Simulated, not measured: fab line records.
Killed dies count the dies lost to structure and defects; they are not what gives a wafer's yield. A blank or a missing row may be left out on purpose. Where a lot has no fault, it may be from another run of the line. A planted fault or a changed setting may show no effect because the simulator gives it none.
Matching of chambers	flow n5-finfet	4 sister chambers for N5_BEOL_M8_STRIP_19 on rie-diel-03
The step strips in O2. 18 wafers are shown with their chamber, then 9 later ones without.

== WAFERS PAIRED WITH THEIR CHAMBERS ==
wafer	chamber	showerhead-plenum-p-Torr (Torr)	throttle-valve-pct (%)	oes-product-au (a.u.)
L078.1	2	2.06	16.32	0.93
L078.3	1	2.14	16.40	0.89
L078.6	0	2.21	16.60	0.84
L082.1	0	2.21	16.59	0.83
L082.4	1	2.14	16.43	0.87
L082.5	2	2.05	16.34	0.89
L080.1	0	2.21	16.62	0.83
L080.5	2	2.05	16.33	0.90
L080.6	1	2.14	16.41	0.87
L085.3	1	2.14	16.44	0.85
L085.4	0	2.20	16.59	0.81
L085.5	3	2.08	16.85	0.70
L087.1	0	2.20	16.62	0.83
L087.2	3	2.08	16.86	0.72
L087.3	2	2.05	16.35	0.88
L088.1	1	2.14	16.45	0.86
L088.2	2	2.05	16.36	0.87
L088.6	2	2.05	16.36	0.88

SIGNATURES (averages over the wafers above)
reading	chamber 0	chamber 1	chamber 2	chamber 3	scatter within a chamber
showerhead-plenum-p-Torr	2.2060	2.1400	2.0517	2.0800	0.00381
throttle-valve-pct	16.6040	16.4260	16.3433	16.8550	0.017
oes-product-au	0.8280	0.8680	0.8917	0.7100	0.0166
Rule: a wafer lies at a distance from a chamber equal to the root of the sum of squares, over the readings, of (its reading less the chamber's mean, divided by the reading's scatter). The wafer belongs to the nearest chamber; if the next one is less than 2 further off, it can't be placed. How the scatter is found: for the shown wafers, subtract from each reading the mean of its chamber, square and add these, divide the total by (wafers less chambers), then take the root.

== WAFERS MISSING THEIR CHAMBER ==
wafer	showerhead-plenum-p-Torr (Torr)	throttle-valve-pct (%)	oes-product-au (a.u.)
L093.2	2.13	16.48	0.84
L093.3	2.20	16.66	0.80
L093.4	2.20	16.64	0.79
L090.3	2.05	16.38	0.85
L090.5	2.05	16.38	0.85
L090.6	2.20	16.64	0.81
L097.2	2.04	16.42	0.83
L097.3	2.13	16.49	0.82
L097.4	2.07	16.89	0.69

== WHICH CHAMBER EACH WENT THROUGH ==
wafer	from the rows above	in truth
L093.2	1	1
L093.3	0	0
L093.4	0	0
L090.3	2	2
L090.5	2	2
L090.6	0	0
L097.2	2	2
L097.3	1	1
L097.4	3	3
Correct placement for 9 of the 9. Can't be placed from these rows: 0. Placed wrongly: 0.
